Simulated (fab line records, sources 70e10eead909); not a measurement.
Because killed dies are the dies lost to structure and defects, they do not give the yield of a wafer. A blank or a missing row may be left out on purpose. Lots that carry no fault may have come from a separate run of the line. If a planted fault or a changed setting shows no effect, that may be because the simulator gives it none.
fab line records + flow nandHarc
record:
- lots: 6
- wafers: 18
- lastDay: 23
route steps=1159 shown A_CHANNEL_FILL_D1@495
lots with no fault: from the same line, run without faults
startH: hours from the record's first day to the start of the lot's first wafer shown + waitH: how many hours have passed since the lot's step before this one + " repeats the value in the row above + L1.1+2: several wafers, shown together as one row + - no value, or no start given + * or withheld: withheld + < > ~ a bound
route shown NAME@n: NAME is a module with steps in the file, n the number in the route of the first one + usual: the fault-free wafers' mean and standard deviation + same: alike in all rows + chamber/n: place in a boat + sites: per-site readings + _std_site: how widely they spread, as a standard deviation + _edge_site: mean of outer sites minus mean of inner sites + radiusMm: for every site, how far away it sits from the centre of the wafer + mask NAME#n: copy n + behind: the tool/chamber that last shaped the wafer + hold: why the lot was held/for how many hours/how that ended + device: the n, p or np transistor that did not switch + end of line: the tests these same wafers got at the end of their route + a step without rows: its recipe alone + killed: at the first sort, the dies lost to defects and structure; wafer yield is something else + map: shows each die of a wafer: x if killed, . if not, _ if none is there
set.NAME: the run value of the setting; set.NAME@STEP: its run value at that earlier step + model.NAME: the simulator's own value behind a step, which no gauge read
lots at selected steps of the route; one table per step, one row per wafer
services: when a tool's chamber went out of use (startH, in hours from the record's first day, below 0 if earlier), for how many hours, and the reason
== steps ==
step: NHARC_A_CHANNEL_FILL_D1_ALD_15
recipe:
- targetThkA: 20
- pulseTimeS: 60
- aldCycles: 19
- tempC: 630
- pressureTorr: 2
- material: SiNx
usual:
- precursorPulseHeightRel: 1.001/0.02
- susceptorTempC: 629.93/0.27
same:
- aldCycles: 19
| lot.wafer | tool           | chamber | startH | waitH | precursorPulseHeightRel | susceptorTempC |
|-----------|----------------|---------|--------|-------|-------------------------|----------------|
| L782.1    | aldSinBatch-02 | 0       | -      | -     | 0.947                   | 629.90         |
| L782.5    | "              | 0       | "      | "     | 1.003                   | 630.67         |
| L782.6    | "              | 0       | "      | "     | 1.002                   | 630.22         |
| L786.2    | aldSinBatch-03 | 0       | -      | -     | 0.989                   | 629.81         |
| L786.4    | "              | 0       | "      | "     | 1.015                   | 629.84         |
| L786.5    | "              | 0       | "      | "     | 0.997                   | 629.97         |
| L793.3    | aldSinBatch-01 | 0       | -      | -     | 1.012                   | -              |
| L793.5    | "              | 0       | "      | "     | 0.996                   | -              |
| L793.6    | "              | 0       | "      | "     | 1.019                   | -              |
| L795.1    | aldSinBatch-01 | 0       | -      | -     | 1.012                   | -              |
| L795.5    | "              | 0       | "      | "     | 1.039                   | -              |
| L795.6    | "              | 0       | "      | "     | 0.987                   | -              |
| L798.2    | aldSinBatch-02 | 0       | -      | -     | 1.001                   | 630.00         |
| L798.5    | "              | 0       | "      | "     | 0.997                   | 629.67         |
| L798.6    | "              | 0       | "      | "     | 1.029                   | 630.09         |
| L802.3    | aldSinBatch-02 | 0       | -      | -     | 0.992                   | 629.96         |
| L802.5    | "              | 0       | "      | "     | 0.997                   | 629.96         |
| L802.6    | "              | 0       | "      | "     | 1.016                   | 630.34         |
step: NHARC_A_CHANNEL_FILL_D1_ALD_16
recipe:
- targetThkA: 15
- pulseTimeS: 10
- aldCycles: 15
- tempC: 300
- material: SiO2
usual:
- heaterPowerW: 480/43
- precursorPulseHeightRel: 0.999/0.018
- susceptorTempC: 300.01/0.17
same:
- aldCycles: 15
| lot.wafer | tool     | chamber | startH | waitH | heaterPowerW | precursorPulseHeightRel | susceptorTempC |
|-----------|----------|---------|--------|-------|--------------|-------------------------|----------------|
| L782.1    | aldHk-02 | 2       | 209.68 | 0.1   | 444          | 1.004                   | 299.85         |
| L782.5    | "        | 1       | "      | "     | 532          | 0.992                   | 299.59         |
| L782.6    | "        | 2       | "      | "     | 455          | 1.001                   | 300.06         |
| L786.2    | aldHk-01 | 2       | 223.10 | 0.2   | 487          | 0.976                   | 299.84         |
| L786.4    | "        | 0       | "      | "     | 467          | 0.993                   | 300.13         |
| L786.5    | "        | 2       | "      | "     | 481          | 1.052                   | 300.13         |
| L793.3    | aldHk-01 | 1       | 273.98 | 0.1   | 433          | 1.026                   | 300.14         |
| L793.6    | "        | 0       | "      | "     | 450          | 1.033                   | 300.07         |
| L793.5    | "        | 1       | "      | "     | 423          | 1.033                   | 300.45         |
| L795.1    | aldHk-01 | 2       | 283.62 | 0.0   | 470          | 0.999                   | 299.96         |
| L795.5    | "        | 2       | "      | "     | 481          | 0.998                   | 299.82         |
| L795.6    | "        | 3       | "      | "     | 444          | 1.020                   | 300.08         |
| L798.2    | aldHk-01 | 2       | 297.11 | 0.7   | 482          | 0.996                   | 300.26         |
| L798.6    | "        | 0       | "      | "     | 449          | 1.005                   | 300.18         |
| L798.5    | "        | 1       | "      | "     | 424          | 0.989                   | 300.08         |
| L802.3    | aldHk-01 | 1       | 312.26 | 0.1   | 421          | 0.975                   | 300.14         |
| L802.5    | "        | 3       | "      | "     | 446          | 0.979                   | 300.00         |
| L802.6    | "        | 0       | "      | "     | 446          | 1.006                   | 299.99         |
step: NHARC_A_CHANNEL_FILL_D1_ANNEAL_17
recipe:
- tempC: 850
- timeS: 1800
step: NHARC_A_CHANNEL_FILL_D1_CVD_18
recipe:
- targetThkA: 30
- tempC: 550
- material: poly-Si
step: NHARC_A_CHANNEL_FILL_D1_ETCHBACK_19
recipe:
- targetDepthA: 50
- timeS: 1.7
- hbrFlowSccm: 150
- cl2FlowSccm: 50
- rfW: 400
- icpW: 400
- biasW: 100
- chemistry: HBr/Cl2
usual:
- chamberPressureMTorr: 14.99/0.075
- drypumpMotorCurrentA: 5.4/0.35
- heBacksideLeakSccm: 2.66/0.22
- oesProductAu: 1.000/0.012
- throttleValvePct: 26.406/0.0089
| lot.wafer | tool     | chamber | startH | waitH | chamberPressureMTorr | drypumpMotorCurrentA | heBacksideLeakSccm | oesProductAu | rfHoursCounterH | throttleValvePct |
|-----------|----------|---------|--------|-------|----------------------|----------------------|--------------------|--------------|-----------------|------------------|
| L782.1    | rieSi-06 | 3       | 223.28 | 0.4   | 15.01                | 4.8                  | 3.08               | 1.000        | 0.3             | 26.407           |
| L782.5    | "        | 0       | "      | "     | 15.00                | 6.0                  | 2.88               | 1.006        | -               | 26.406           |
| L782.6    | "        | 1       | "      | "     | 15.02                | 5.6                  | 2.56               | 0.982        | -               | 26.414           |
| L786.2    | rieSi-04 | 1       | 234.84 | 0.4   | 15.01                | 5.6                  | 2.42               | 1.013        | 1.0             | 26.417           |
| L786.4    | "        | 0       | "      | "     | 14.98                | 5.3                  | 2.50               | 1.015        | -               | 26.393           |
| L786.5    | "        | 1       | "      | "     | 15.00                | 5.6                  | 2.58               | 1.008        | -               | 26.418           |
| L793.3    | rieSi-04 | 0       | 285.74 | 0.4   | 15.00                | 5.3                  | 2.67               | 0.989        | 0               | 26.400           |
| L793.6    | "        | 3       | "      | "     | 14.97                | 5.3                  | 2.70               | 1.001        | -               | 26.412           |
| L793.5    | "        | 0       | "      | "     | 15.00                | 5.3                  | 2.64               | 0.992        | -               | 26.391           |
| L795.1    | rieSi-04 | 0       | 295.39 | 0.4   | 14.98                | 5.3                  | 2.74               | 0.990        | 0.1             | 26.414           |
| L795.6    | "        | 0       | "      | "     | 14.96                | 5.3                  | 2.64               | 0.979        | -               | 26.395           |
| L795.5    | "        | 1       | "      | "     | 14.97                | 5.6                  | 2.35               | 1.009        | -               | 26.419           |
| L798.2    | rieSi-04 | 1       | 308.85 | 0.4   | 15.00                | 5.6                  | 2.39               | 1.018        | 0.2             | 26.413           |
| L798.6    | "        | 3       | "      | "     | 15.03                | 5.3                  | 2.86               | 1.007        | -               | 26.411           |
| L798.5    | "        | 1       | "      | "     | 15.00                | 5.6                  | 2.58               | 1.010        | -               | 26.403           |
| L802.3    | rieSi-03 | 2       | 324.79 | 0.4   | 15.01                | 5.5                  | 2.95               | 0.995        | 1.4             | 26.379           |
| L802.5    | "        | 2       | "      | "     | 14.99                | 5.5                  | 3.19               | 1.007        | -               | 26.408           |
| L802.6    | "        | 3       | "      | "     | 15.02                | 5.5                  | 2.66               | 0.997        | -               | 26.404           |
step: NHARC_A_CHANNEL_FILL_D1_ETCHBACK_20
recipe:
- targetDepthA: 270
- timeS: 13.5
- c4f8FlowSccm: withheld
- o2FlowSccm: 8
- arFlowSccm: withheld
- rfW: 600
- biasW: 1500
- chemistry: C4F8/O2/Ar
usual:
- chamberPressureMTorr: 24.999/0.025
- oesProductAu: 0.96/0.037
- rfVppV: 979/6.3
| lot.wafer | tool       | chamber | startH | waitH | chamberPressureMTorr | oesProductAu | rfHoursCounterH | rfVppV |
|-----------|------------|---------|--------|-------|----------------------|--------------|-----------------|--------|
| L782.1    | rieDiel-09 | 1       | 223.37 | -     | 24.979               | 0.97         | 3               | 976    |
| L782.5    | "          | 1       | "      | "     | 25.015               | 0.97         | -               | 975    |
| L782.6    | "          | 2       | "      | "     | 25.018               | 1.00         | -               | 985    |
| L786.2    | rieDiel-09 | 1       | 234.97 | -     | 24.975               | 0.91         | 4               | 975    |
| L786.4    | "          | 2       | "      | "     | 24.999               | 0.92         | 4               | 985    |
| L786.5    | "          | 0       | "      | "     | 24.962               | 0.93         | -               | 986    |
| L793.3    | rieDiel-10 | 2       | 285.88 | -     | 25.016               | 0.93         | 4               | 970    |
| L793.5    | "          | 2       | "      | "     | 25.013               | 0.92         | -               | 970    |
| L793.6    | "          | 3       | "      | "     | 24.989               | 0.92         | -               | 988    |
| L795.1    | rieDiel-10 | 2       | 295.60 | -     | 24.975               | 0.93         | 4               | 971    |
| L795.5    | "          | 3       | "      | "     | 25.058               | 0.93         | -               | 987    |
| L795.6    | "          | 0       | "      | "     | 24.984               | 0.93         | -               | 970    |
| L798.2    | rieDiel-10 | 2       | 308.99 | -     | 24.992               | 0.91         | 5               | 970    |
| L798.5    | "          | 0       | "      | "     | 24.963               | 0.93         | -               | 972    |
| L798.6    | "          | 1       | "      | "     | 24.987               | 0.93         | -               | 976    |
| L802.3    | rieDiel-09 | 3       | 324.92 | -     | 24.988               | 1.00         | 1               | 981    |
| L802.5    | "          | 3       | "      | "     | 24.963               | 1.00         | -               | 980    |
| L802.6    | "          | 0       | "      | "     | 25.009               | 1.02         | -               | 985    |
step: NHARC_A_CHANNEL_FILL_D1_STRIP_28
recipe:
- timeS: 20
- o2FlowSccm: 500
- arFlowSccm: 0
- biasW: 0
- chemistry: O2
usual:
- chamberPressureMTorr: 60.01/0.054
- drypumpMotorCurrentA: 5.8/0.53
- oesProductAu: 1.003/0.011
- rfVppV: 57.8/1
- showerheadPlenumPTorr: 3.54/0.16
- throttleValvePct: 17.037/0.009
| lot.wafer | tool       | chamber | startH | waitH | chamberPressureMTorr | drypumpMotorCurrentA | oesProductAu | rfHoursCounterH | rfVppV | showerheadPlenumPTorr | throttleValvePct |
|-----------|------------|---------|--------|-------|----------------------|----------------------|--------------|-----------------|--------|-----------------------|------------------|
| L782.1    | rieDiel-09 | 0       | 223.48 | 0.1   | 60.14                | 5.3                  | 1.011        | 3               | 57.4   | 3.74                  | 17.043           |
| L782.5    | "          | 1       | "      | "     | 59.97                | 5.7                  | 0.982        | -               | 58.5   | 3.45                  | 17.035           |
| L782.6    | "          | 2       | "      | "     | 60.05                | 5.3                  | 0.992        | -               | 57.6   | 3.69                  | 17.033           |
| L786.4    | rieDiel-09 | 3       | 235.05 | 0.1   | 59.98                | 5.0                  | 0.999        | 4               | 58.7   | 3.60                  | 17.036           |
| L786.2    | "          | 2       | "      | "     | 60.04                | 5.4                  | 1.012        | 4               | 58.4   | 3.69                  | 17.036           |
| L786.5    | "          | 3       | "      | "     | 60.02                | 5.0                  | 1.004        | -               | 59.8   | 3.60                  | 17.050           |
| L793.3    | rieDiel-10 | 1       | 285.98 | 0.1   | 60.01                | 6.8                  | 1.016        | 4               | 57.3   | 3.49                  | 17.043           |
| L793.5    | "          | 3       | "      | "     | 60.10                | 6.3                  | 1.005        | -               | 59.9   | 3.77                  | 17.041           |
| L793.6    | "          | 0       | "      | "     | 60.04                | 5.9                  | 1.007        | -               | 57.9   | 3.34                  | 17.035           |
| L795.1    | rieDiel-10 | 0       | 295.67 | 0.1   | 60.08                | 5.9                  | 0.998        | 5               | 56.3   | 3.34                  | 17.057           |
| L795.5    | "          | 3       | "      | "     | 59.99                | 6.2                  | 1.009        | -               | 60.3   | 3.77                  | 17.039           |
| L795.6    | "          | 0       | "      | "     | 60.08                | 5.9                  | 1.016        | -               | 57.7   | 3.34                  | 17.048           |
| L798.2    | rieDiel-10 | 1       | 309.07 | 0.1   | 59.94                | 6.7                  | 1.005        | 5               | 57.6   | 3.49                  | 17.021           |
| L798.6    | "          | 2       | "      | "     | 59.91                | 5.4                  | 0.979        | -               | 56.9   | 3.33                  | 17.025           |
| L798.5    | "          | 3       | "      | "     | 59.98                | 6.3                  | 0.995        | -               | 59.7   | 3.77                  | 17.049           |
| L802.3    | rieDiel-09 | 2       | 325.02 | 0.1   | 59.99                | 5.4                  | 1.002        | 1               | 58.3   | 3.69                  | 17.040           |
| L802.5    | "          | 0       | "      | "     | 59.87                | 5.4                  | 1.014        | -               | 58.6   | 3.74                  | 17.034           |
| L802.6    | "          | 1       | "      | "     | 59.97                | 5.8                  | 0.980        | -               | 58.4   | 3.45                  | 17.041           |
step: NHARC_A_CHANNEL_FILL_D1_PRECLEAN_21
recipe:
- timeS: 30
- chemistry: dHF
step: NHARC_A_CHANNEL_FILL_D1_SRD_23
step: NHARC_A_CHANNEL_FILL_D1_CVD_05
recipe:
- targetThkA: 50
- tempC: 550
- material: poly-Si
step: NHARC_A_CHANNEL_FILL_D1_ANNEAL_22
recipe:
- tempC: 620
- timeS: 7200
step: NHARC_A_CHANNEL_FILL_D1_ALD_25
recipe:
- targetThkA: 600
- pulseTimeS: 10
- aldCycles: 600
- tempC: 300
- material: SiOx
usual:
- heaterPowerW: 481/41
- precursorPulseHeightRel: 1.000/0.018
- susceptorTempC: 299.98/0.18
same:
- aldCycles: 600
| lot.wafer | tool     | chamber | startH | waitH | heaterPowerW | precursorPulseHeightRel | susceptorTempC |
|-----------|----------|---------|--------|-------|--------------|-------------------------|----------------|
| L782.1    | aldHk-01 | 0       | 240.20 | 5.1   | 454          | 0.969                   | 300.16         |
| L782.6    | "        | 1       | "      | "     | 433          | 1.020                   | 299.90         |
| L782.5    | "        | 2       | "      | "     | 469          | 0.996                   | 299.88         |
| L786.4    | aldHk-02 | 1       | 247.96 | 1.3   | 529          | 1.024                   | 300.02         |
| L786.2    | "        | 3       | 250.42 | 3.7   | 481          | 1.027                   | 299.91         |
| L786.5    | "        | 1       | 252.89 | 6.2   | 535          | 1.009                   | 299.78         |
| L793.3    | aldHk-01 | 3       | 298.89 | 1.3   | 445          | 0.999                   | 295.76         |
| L793.6    | "        | 1       | 300.11 | 2.5   | 409          | 1.032                   | 295.59         |
| L793.5    | "        | 2       | "      | "     | 453          | 1.016                   | 295.30         |
| L795.1    | aldHk-01 | 0       | 307.86 | 0.7   | 445          | 1.003                   | 295.66         |
| L795.6    | "        | 3       | 309.73 | 2.6   | 450          | 0.992                   | 295.22         |
| L795.5    | "        | 0       | "      | "     | 437          | 1.001                   | 295.46         |
| L798.2    | aldHk-03 | 2       | 323.12 | 1.3   | 477          | 1.017                   | 300.06         |
| L798.5    | "        | 0       | 324.33 | 2.5   | 549          | 1.003                   | 299.90         |
| L798.6    | "        | 1       | "      | "     | 451          | 1.022                   | 300.17         |
| L802.3    | aldHk-02 | 2       | 338.49 | 1.9   | 464          | 1.034                   | 300.03         |
| L802.5    | "        | 3       | "      | "     | 490          | 1.016                   | 299.94         |
| L802.6    | "        | 0       | "      | "     | 570          | 1.013                   | 300.05         |
step: NHARC_A_CHANNEL_FILL_D1_ETCHBACK_08
recipe:
- targetDepthA: 2200
- timeS: 110
- c4f8FlowSccm: 20
- arFlowSccm: withheld
- rfW: 600
- biasW: 300
- chemistry: C4F8
== services ==
| tool           | chamber | startH | hours | kind      |
|----------------|---------|--------|-------|-----------|
| aldHk-03       | -       | 209.25 | 1.4   | repair    |
| rieSi-06       | 3       | 214.96 | 7.1   | repair    |
| rieSi-04       | 2       | 216.94 | 103.8 | repair    |
| aldHk-01       | -       | 228.34 | 10.0  | pm        |
| aldHk-01       | 0       | 228.34 | 10.0  | ventCycle |
| aldHk-01       | 1       | 228.34 | 10.0  | ventCycle |
| aldHk-01       | 2       | 228.34 | 10.0  | ventCycle |
| aldHk-01       | 3       | 228.34 | 10.0  | ventCycle |
| aldHk-01       | 0       | 238.34 | -     | clean     |
| aldHk-01       | 1       | 238.34 | -     | clean     |
| aldHk-01       | 2       | 238.34 | -     | clean     |
| aldSinBatch-03 | -       | 240.17 | 1.9   | repair    |
| rieDiel-09     | 1       | 250.30 | 2.0   | repair    |
| rieDiel-09     | -       | 254.10 | 9.0   | pm        |
| rieSi-06       | -       | 256.50 | 0.4   | repair    |
| rieDiel-10     | 3       | 270.36 | 3.2   | repair    |
| rieSi-04       | -       | 276.00 | 9.0   | pm        |
| rieDiel-09     | 3       | 289.63 | 3.5   | repair    |
| aldHk-03       | -       | 289.84 | 0.9   | repair    |
| rieSi-03       | -       | 313.90 | 1.2   | repair    |
| aldSinBatch-03 | -       | 314.00 | 26.0  | pm        |
| rieSi-04       | 0       | 324.00 | 19.2  | repair    |
| aldSinBatch-02 | -       | 329.36 | 87.6  | repair    |
| rieSi-03       | -       | 332.00 | 9.0   | pm        |
== key ==
firstSign:
- step: NHARC_A_CHANNEL_FILL_D1_ALD_25
- reading: susceptorTempC
- direction: down
- sigmas: 24
- usual: *
- struck: *
effect none on later readings
metAt NHARC_A_CHANNEL_FILL_D1_ALD_25
struckWafers L793.3,L793.5,L793.6,L795.1,L795.5,L795.6
testerLeftOut L793,L795
onsetBetween 240.20 298.89
fault:
- kind: processParameterDrift
- tool: aldHk-01
- chamber: -
- onsetH: 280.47
- steps: NHARC_A_CHANNEL_FILL_D1_ALD_25
- channel: tempC
- offset: *
- shape: step
- endH: 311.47
- actsIn: *
- stated: *
testerLeftOut: of these lots the tester's yield and bins aren't shown, on N5 and GAA mostly nor the transistor test; their killed dies are dies lost to structure and defects alone, not to doping, threshold or leakage, so they don't give the yield
